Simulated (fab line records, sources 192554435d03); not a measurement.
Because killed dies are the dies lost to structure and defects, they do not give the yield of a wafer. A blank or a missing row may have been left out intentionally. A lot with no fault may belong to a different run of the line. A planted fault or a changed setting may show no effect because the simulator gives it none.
Lot-split experiment -- flow n5_finfet -- 21 wafers read across 7 lots, on a route 1938 steps long

## ON THE SPLIT
At N5_BEOL_M0_CUTY_EXPOSE_54 (exposes mask M0 ABLK), the setting dose_mj was moved away from the recipe's 36 on 10 of the 21 wafers read, by -6.2% to +7.3%. The other wafers ran this setting at the recipe's value.

## FROM THE SPLIT TO THE READING: what the file shows between them, 2 steps
- N5_BEOL_M0_CUTY_PEB_55: peb time 60 s
- N5_BEOL_M0_CUTY_DEVELOP_56: develop time 30 s

## THE READING
cd_nm (nm) at N5_BEOL_M0_CUTY_CD_MEAS_57, where the cd target is 200 nm. Fault-free wafers of this fab line usually give 199.6 nm, standard deviation 0.76 nm.

wafer,"tool, chamber at the split",dose_mj as run,against the recipe,"cd_nm, nm",against lot-mates on the recipe
L078.1,"arfi_scanner-03, 0",36.72,+2.0%,198.6,-0.8
L078.2,"arfi_scanner-03, 0",36.72,+2.0%,196.8,-2.6
L078.4,"arfi_scanner-03, 0",36,recipe,199.4,-
L079.4,"arfi_scanner-03, 0",34.37,-4.5%,203.9,+3.9
L079.5,"arfi_scanner-03, 0",34.37,-4.5%,202.9,+2.9
L079.6,"arfi_scanner-03, 0",36,recipe,200.0,-
L080.2,"arfi_scanner-02, 0",36,recipe,198.2,-
L080.3,"arfi_scanner-02, 0",36,recipe,198.6,-
L080.5,"arfi_scanner-02, 0",36,recipe,198.9,-
L081.1,"arfi_scanner-03, 0",38.64,+7.3%,196.0,-3.7
L081.2,"arfi_scanner-03, 0",38.64,+7.3%,195.1,-4.6
L081.3,"arfi_scanner-03, 0",36,recipe,199.7,-
L083.2,"arfi_scanner-03, 0",33.77,-6.2%,202.9,+3.1
L083.3,"arfi_scanner-03, 0",36,recipe,199.8,-
L083.4,"arfi_scanner-03, 0",33.77,-6.2%,203.8,+4.0
L084.1,"arfi_scanner-03, 0",36,recipe,199.8,-
L084.2,"arfi_scanner-03, 0",36,recipe,201.0,-
L084.4,"arfi_scanner-03, 0",36,recipe,198.6,-
L095.2,"arfi_scanner-02, 0",37.24,+3.4%,198.2,-1.6
L095.3,"arfi_scanner-02, 0",36,recipe,199.8,-
L095.5,"arfi_scanner-02, 0",37.24,+3.4%,197.4,-2.4

THE FIT
A straight line over all 21 wafers: cd_nm changes by -0.624 nm for each +1% of dose_mj; r = -0.94; the points scatter about the line by 0.84 nm.
The same after taking each lot's own level away (the mean of its wafers on the recipe; 21 wafers): -0.608 nm for each +1%; r = -0.96; scatter 0.65 nm.
Per that fit: largest dose_mj move, reading shift of 4.5 nm.
The span of the lots' own levels, 198.57 to 200.00 nm, comes to 1.9 times the standard deviation stated above.
The two slopes agree, so the slope changes little with the lot-to-lot level.
Check: for one of the wafers moved furthest among these (+7.3%), held out of the fit, the line's prediction against its lot-mates is -4.67 nm. Against them it came out at -3.7 nm.

## THE OTHER SPLITS THESE WAFERS WENT THROUGH
These wafers also went through other splits before the reading. Each is held against what the fit with the lots' levels taken away leaves over:
other split on the same wafers,wafers away from the commonest value,r with cd_nm (lot level and that fit taken away)
N5_GATE_CUT_COAT_27 spin_rpm,4,+0.22
N5_GATE_CUT_COAT_07 spin_rpm,5,-0.10
N5_BEOL_M0_SAQP_ALD_48 ald_cycles,7,-0.24

## THE WHOLE CHAIN: every reading that the file lists as answering this split, in the file's order
step,what it does,reading,change (the file's fit),r (the file's)
N5_BEOL_M0_CUTY_CD_MEAS_57,target cd 200 nm,cd_nm,-0.611 nm for each +1% of the setting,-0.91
N5_BEOL_M0_CUTY_ETCH_62,"etches SiARC in CF4, time 58.5 s","BEOL_M0_CUTY.cd_offset_nm (the simulator's own value, which no gauge read)",-0.596 nm for each +1% of the setting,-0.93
N5_BEOL_M0_CUTY_ETCH_63,"etches SOC in N2/H2, target depth 82.7 nm, overetch 16.5 nm, time 124 s","BEOL_M0_CUTY.cd_offset_nm (the simulator's own value, which no gauge read)",-0.575 nm for each +1% of the setting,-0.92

## THE FILE'S OWN FIT
cd_nm changes by -0.611 nm for each +1% of dose_mj, r = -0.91.
